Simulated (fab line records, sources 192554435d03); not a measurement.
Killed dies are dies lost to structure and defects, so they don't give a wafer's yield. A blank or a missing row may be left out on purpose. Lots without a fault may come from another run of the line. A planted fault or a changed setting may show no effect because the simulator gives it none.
Chamber matching | flow n5_finfet | N5_ILD0_ALD_15 on ald_sin-03: 4 sister chambers
The step deposits SiNx, target thk 24 nm, pulse time 1 s, ald cycles 480. 4 wafers are shown with their chamber, then 7 later ones without.

WAFERS WITH THEIR CHAMBER
wafer  | chamber | heater_power_w (W)
L757.3 | 3       | 817
L763.4 | 0       | 828
L764.2 | 1       | 962
L764.5 | 2       | 821

WAFERS WITHOUT THEIR CHAMBER
wafer  | heater_power_w (W)
L764.6 | 834
L765.1 | 815
L765.5 | 831
L765.6 | 816
L768.1 | 794
L768.3 | 839
L768.6 | 830

WHICH CHAMBER EACH WENT THROUGH
wafer  | from the rows above          | in truth
L764.6 | can't be placed: 0 or 2 or 3 | 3
L765.1 | can't be placed: 3 or 2 or 0 | 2
L765.5 | can't be placed: 0 or 2 or 3 | 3
L765.6 | can't be placed: 3 or 2 or 0 | 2
L768.1 | can't be placed: 3 or 2 or 0 | 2
L768.3 | can't be placed: 0 or 2 or 3 | 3
L768.6 | can't be placed: 0 or 2 or 3 | 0
Placed correctly: 0 of 7. Can't be placed from these rows: 7 (the true chamber is among the candidates in 7). Placed wrongly: 0.
How it was worked out, from the rows above alone: a wafer's distance from a chamber is the root of the sum, over the readings, of the square of ((its reading less the chamber's mean) divided by the reading's scatter). The wafer belongs to the nearest chamber; if the next one is less than 2 further off, it can't be placed. A chamber's mean is the mean of its shown wafers. The scatter: with one shown wafer a chamber, the root of the mean of the squares of how far each hidden wafer lies from its nearest shown one.
